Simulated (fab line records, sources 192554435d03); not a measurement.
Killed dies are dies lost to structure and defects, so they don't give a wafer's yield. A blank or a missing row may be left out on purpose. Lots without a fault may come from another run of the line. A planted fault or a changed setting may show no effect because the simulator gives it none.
One fault seen from 2 desks | flow n5_finfet | each desk has only its own numbers; what lay behind them comes last

THE METROLOGY DESK
What the gauges read, lot by lot, whatever tool the lot ran on: means of the sampled wafers that have a number. A lot is out of limits, marked OUT, if its mean lies more than 4 standard deviations from the usual mean; the brackets give that distance.
Columns: A = trench_depth_nm at N5_BEOL_M10_OCD_MEAS_38, usual 148.6 nm; B = M10_RS at N5_BEOL_M10_RS_MEAS_57, usual 0.151 ohm/sq
lot  | first seen here | A     | B
L858 | day 10 01:43    | 148.7 | 0.151
L860 | day 10 14:17    | 147.0 | 0.153
L863 | day 11 07:14    | 147.5 | 0.154
L865 | day 12 09:33    | 146.4 | 0.154
L868 | day 13 04:28    | 150.6 | 0.151
L871 | day 13 09:07    | 149.1 | 0.150
L872 | day 13 16:30    | 149.1 | 0.153
L873 | day 13 20:24    | 149.7 | 0.150
L875 | day 15 01:52    | 148.7 | 0.151
L876 | day 15 03:28    | 149.0 | 0.150
L878 | day 15 21:33    | 149.0 | 0.150
This desk's finding: nothing out of limits on any of the 11 lots.

THE TOOL OWNER'S DESK: ald_metal-01
The tool's own readings at N5_BEOL_M10_ALD_74 (deposits TaN, target thk 2 nm, pulse time 2 s, purge time 3 s): means of the sampled wafers that have a number, for each lot that ran on this tool. A lot is out of limits, marked OUT, if its mean lies more than 4 standard deviations from the usual mean; the brackets give that distance.
Columns: A = heater_power_w at N5_BEOL_M10_ALD_74, usual 416 W
lot  | first seen here | A
L860 | day 10 15:53    | 424
L863 | day 11 08:13    | 439
L868 | day 13 05:29    | 430
L871 | day 13 09:58    | 390
L873 | day 13 23:17    | 431
This desk's finding: nothing out of limits on any of the 5 lots.

PUT TOGETHER
The metrology desk saw nothing out of limits.
The tool owner's desk saw nothing out of limits.

WHAT THE SIMULATOR HAD PUT IN
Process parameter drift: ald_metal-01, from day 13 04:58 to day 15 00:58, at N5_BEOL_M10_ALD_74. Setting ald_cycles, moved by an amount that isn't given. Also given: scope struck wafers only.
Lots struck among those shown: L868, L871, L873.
